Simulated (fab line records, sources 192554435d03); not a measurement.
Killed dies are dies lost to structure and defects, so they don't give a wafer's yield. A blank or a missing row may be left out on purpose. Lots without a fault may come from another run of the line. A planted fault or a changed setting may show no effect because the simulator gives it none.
Split-lot experiment | flow n5_finfet | 7 lots, 39 wafers read, on a route of 1938 steps

THE SPLIT
At N5_SPACER0_ALD_00 (deposits SiOCN, target thk 3.5 nm, pulse time 3 s, purge time 2 s), the setting ald_cycles was moved away from the recipe's 58 on 15 of the 39 wafers read, by -13.8% to +12.1%. The other wafers ran this setting at the recipe's value.

The reading is taken at the split's own step.

THE READING
SiOCN_of_SPACER0_ALD_00.thk_nm (the simulator's own value, which no gauge read), in nm, at N5_SPACER0_ALD_00 (deposits SiOCN, target thk 3.5 nm, pulse time 3 s, purge time 2 s). The file gives no usual value for it. The 24 wafers here that ran the recipe average 3.6 nm, standard deviation 0.087 nm.

wafer  | tool, chamber at the split | ald_cycles as run | against the recipe | SiOCN_of_SPACER0_ALD_00.thk_nm, nm | against lot-mates on the recipe
L075.1 | ald_sin-03, 3,0,1,2,2,1    | 58                | recipe             | 3.6                                | -
L075.2 | ald_sin-03, 3,0,1,2,2,1    | 58                | recipe             | 3.6                                | -
L075.3 | ald_sin-03, 3,0,1,2,2,1    | 58                | recipe             | 3.6                                | -
L075.4 | ald_sin-03, 3,0,1,2,2,1    | 58                | recipe             | 3.6                                | -
L075.5 | ald_sin-03, 3,0,1,2,2,1    | 58                | recipe             | 3.6                                | -
L075.6 | ald_sin-03, 3,0,1,2,2,1    | 58                | recipe             | 3.6                                | -
L077.1 | ald_sin-02, 0,1,3          | 54                | -6.9%              | 3.2                                | -0.3
L077.2 | ald_sin-02, 0,1,3          | 54                | -6.9%              | 3.2                                | -0.3
L077.4 | ald_sin-02, 0,1,3          | 54                | -6.9%              | 3.2                                | -0.3
L077.3 | ald_sin-02, 2,0            | 58                | recipe             | 3.6                                | -
L077.6 | ald_sin-02, 2,0            | 58                | recipe             | 3.6                                | -
L077.5 | ald_sin-02, 1              | 58                | recipe             | 3.4                                | -
L081.1 | ald_sin-01, 2,1            | 58                | recipe             | 3.4                                | -
L081.4 | ald_sin-01, 2,1            | 58                | recipe             | 3.4                                | -
L081.2 | ald_sin-01, 0,1,2          | 65                | +12.1%             | 4                                  | +0.5
L081.5 | ald_sin-01, 0,1,2          | 65                | +12.1%             | 4                                  | +0.5
L081.6 | ald_sin-01, 0,1,2          | 65                | +12.1%             | 4                                  | +0.5
L081.3 | ald_sin-01, 3              | 58                | recipe             | 3.6                                | -
L082.1 | ald_sin-03, 1,3,2          | 65                | +12.1%             | 4                                  | +0.4
L082.2 | ald_sin-03, 1,3,2          | 65                | +12.1%             | 4                                  | +0.4
L082.3 | ald_sin-03, 1,3,2          | 65                | +12.1%             | 4                                  | +0.4
L082.4 | ald_sin-03, 0,1,0          | 58                | recipe             | 3.6                                | -
L082.5 | ald_sin-03, 0,1,0          | 58                | recipe             | 3.6                                | -
L082.6 | ald_sin-03, 0,1,0          | 58                | recipe             | 3.6                                | -
L090.1 | ald_sin-03, 3,2,0          | 58                | recipe             | 3.6                                | -
L090.2 | ald_sin-03, 3,2,0          | 58                | recipe             | 3.6                                | -
L090.6 | ald_sin-03, 3,2,0          | 58                | recipe             | 3.6                                | -
L094.1 | ald_sin-02, 0,3,1          | 50                | -13.8%             | 3                                  | -0.4
L094.3 | ald_sin-02, 0,3,1          | 50                | -13.8%             | 3                                  | -0.4
L094.4 | ald_sin-02, 0,3,1          | 50                | -13.8%             | 3                                  | -0.4
L094.2 | ald_sin-02, 1,3,0          | 58                | recipe             | 3.4                                | -
L094.5 | ald_sin-02, 1,3,0          | 58                | recipe             | 3.4                                | -
L094.6 | ald_sin-02, 1,3,0          | 58                | recipe             | 3.4                                | -
L095.1 | ald_sin-03, 2,3,3          | 63                | +8.6%              | 3.8                                | +0.2
L095.3 | ald_sin-03, 2,3,3          | 63                | +8.6%              | 3.8                                | +0.2
L095.5 | ald_sin-03, 2,3,3          | 63                | +8.6%              | 3.8                                | +0.2
L095.2 | ald_sin-03, 1,2,1          | 58                | recipe             | 3.6                                | -
L095.4 | ald_sin-03, 1,2,1          | 58                | recipe             | 3.6                                | -
L095.6 | ald_sin-03, 1,2,1          | 58                | recipe             | 3.6                                | -
Where a row lists several chambers, the file gives one row for several wafers and doesn't say which wafer went through which chamber.

THE FIT
A straight line over all 39 wafers: SiOCN_of_SPACER0_ALD_00.thk_nm changes by +0.0385 nm for each +1% of ald_cycles; r = +0.96; the points scatter about the line by 0.076 nm.
The same after taking each lot's own level away (the mean of its wafers on the recipe; 39 wafers): +0.0345 nm for each +1%; r = +0.96; scatter 0.067 nm.
On that fit, the largest move of ald_cycles shifts the reading by 0.48 nm.
The lots' own levels span 3.40 to 3.60 nm, that is 2.3 times the standard deviation above.
So the lot-to-lot level changes the slope: the two fits differ.
Check: with one of the wafers moved furthest among these (-13.8%) left out of the fit, the line predicts -0.491 nm for it against its lot-mates. It came out at -0.4 nm against them.

OTHER SPLITS ON THESE WAFERS
These wafers also went through other splits before the reading. Each is held against what the fit with the lots' levels taken away leaves over:
other split on the same wafers        | wafers away from the commonest value | r with SiOCN_of_SPACER0_ALD_00.thk_nm (lot level and that fit taken away)
N5_PMOS_HMC_CHANNEL_EPI_EPI_20 temp_c | 15                                   | +0.01
N5_FIN_SAQP_FIN_ETCH_36 icp_w         | 15                                   | -0.17
N5_DUMMY_GATE_EXPOSE_12 dose_mj       | 18                                   | +0.03
N5_DUMMY_GATE_ETCH_37 source_w        | 18                                   | -0.02
N5_DUMMY_GATE_ETCH_44 target_depth_a  | 12                                   | +0.22

THE FILE'S OWN FIT
SiOCN_of_SPACER0_ALD_00.thk_nm changes by +0.0345 nm for each +1% of ald_cycles, r = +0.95.
